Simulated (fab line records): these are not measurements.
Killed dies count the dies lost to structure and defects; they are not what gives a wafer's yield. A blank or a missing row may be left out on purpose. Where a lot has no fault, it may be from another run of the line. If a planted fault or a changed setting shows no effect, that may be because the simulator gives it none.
Which tool did it? || flow n5-finfet || route of 1938 steps, sampled at 1 step: 9 lots, 27 wafers

## WHAT THE GAUGES SHOWED, per wafer
N5_BEOL_M4_RC_MEAS_101.
{"lot": "L827", "measured": "day 10 02:00", "on": "prober-02", "DIBL_N (mV/V)": "32.7 34.2 35.7"}
{"lot": "L830", "measured": "day 10 05:17", "on": "prober-01", "DIBL_N (mV/V)": "37.1 38.0 40.5"}
{"lot": "L835", "measured": "day 11 10:07", "on": "prober-01", "DIBL_N (mV/V)": "35.5 33.3 35.3"}
{"lot": "L837", "measured": "day 12 00:50", "on": "prober-02", "DIBL_N (mV/V)": "37.1 34.1 35.4"}
{"lot": "L841", "measured": "day 12 17:22", "on": "prober-01", "DIBL_N (mV/V)": "39.2 34.6 35.4"}
{"lot": "L842", "measured": "day 12 22:59", "on": "prober-02", "DIBL_N (mV/V)": "36.0 33.0 37.4"}
{"lot": "L843", "measured": "day 14 04:22", "on": "prober-01", "DIBL_N (mV/V)": "36.3 36.6 35.2"}
{"lot": "L845", "measured": "day 14 06:26", "on": "prober-01", "DIBL_N (mV/V)": "37.2 37.9 39.3"}
{"lot": "L844", "measured": "day 14 07:43", "on": "prober-02", "DIBL_N (mV/V)": "37.5 37.7 36.6"}

## WHICH TOOL RAN EACH LOT (tool, then ch and the chambers of the sampled wafers, then the start)
No process step before these readings appears in the record.

## THE ANSWER, worked out from the rows above alone
Rule: the usual values come from the lots themselves. Put in order of their means at a reading, lots are off if they are a third of the lots or fewer, leave a main group of 4 or more, and stand apart from it by a gap of 3 or more times the standard deviation of the main group's means; of several such gaps the widest counts. A main group is skipped when, at the precision printed for the reading in the tables above, its means are all equal. Also off: a lot with no number at a reading for which 4 or more lots have one. The other lots that the step has rows for count as sound.
Nothing can be told from this: no lot is off at any reading shown.

## WHAT THE SIMULATOR HAD INSERTED
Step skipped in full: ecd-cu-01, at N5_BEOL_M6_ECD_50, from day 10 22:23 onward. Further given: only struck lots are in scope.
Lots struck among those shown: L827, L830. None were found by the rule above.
